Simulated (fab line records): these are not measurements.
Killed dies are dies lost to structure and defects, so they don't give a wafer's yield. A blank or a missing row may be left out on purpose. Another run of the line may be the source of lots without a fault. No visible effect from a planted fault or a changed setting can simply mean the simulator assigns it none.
Matching of chambers / flow n5 finfet / 4 sister chambers for N5_MIM_TOP_ALD_01 on ald hk-01
The step deposits HfO2, target thk 5.6 nm, pulse time 1 s, purge time 3 s. 4 wafers are shown with their chamber, then 9 later ones without.

WAFERS WITH THEIR CHAMBER
wafer=L849.2; chamber=2; precursor pulse height rel=1.031
wafer=L861.5; chamber=1; precursor pulse height rel=0.989
wafer=L862.3; chamber=3; precursor pulse height rel=1.006
wafer=L862.5; chamber=0; precursor pulse height rel=0.985

WAFERS WITH NO CHAMBER GIVEN
wafer=L863.1; precursor pulse height rel=0.969
wafer=L863.3; precursor pulse height rel=1.043
wafer=L863.5; precursor pulse height rel=1.030
wafer=L866.2; precursor pulse height rel=0.995
wafer=L866.5; precursor pulse height rel=0.970
wafer=L866.6; precursor pulse height rel=1.000
wafer=L868.2; precursor pulse height rel=0.990
wafer=L868.4; precursor pulse height rel=0.988
wafer=L868.6; precursor pulse height rel=1.008

WHICH CHAMBER EACH WENT THROUGH
wafer=L863.1; from the rows above=can't be placed: 0 or 1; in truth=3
wafer=L863.3; from the rows above=2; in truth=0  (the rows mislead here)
wafer=L863.5; from the rows above=2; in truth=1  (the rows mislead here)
wafer=L866.2; from the rows above=can't be placed: 1 or 0 or 3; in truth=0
wafer=L866.5; from the rows above=can't be placed: 0 or 1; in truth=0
wafer=L866.6; from the rows above=can't be placed: 3 or 1 or 0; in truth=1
wafer=L868.2; from the rows above=can't be placed: 1 or 0 or 3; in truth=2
wafer=L868.4; from the rows above=can't be placed: 1 or 0 or 3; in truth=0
wafer=L868.6; from the rows above=can't be placed: 3 or 1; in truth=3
0 of 9 placed correctly. Unplaceable from these rows: 7, with the true chamber sitting among the candidates in 5. Wrongly placed: 2.
How it was worked out, from the rows above alone: a wafer's distance from a chamber is the root of the sum, over the readings, of the square of ((its reading less the chamber's mean) divided by the reading's scatter). If the next closest chamber is less than 2 further off than the closest, the wafer can't be placed; otherwise it belongs to the closest. Each chamber's mean is taken over the wafers shown for it. The scatter (one wafer shown for each chamber): square how far every hidden wafer sits from the nearest shown wafer, average those squares and take the square root.
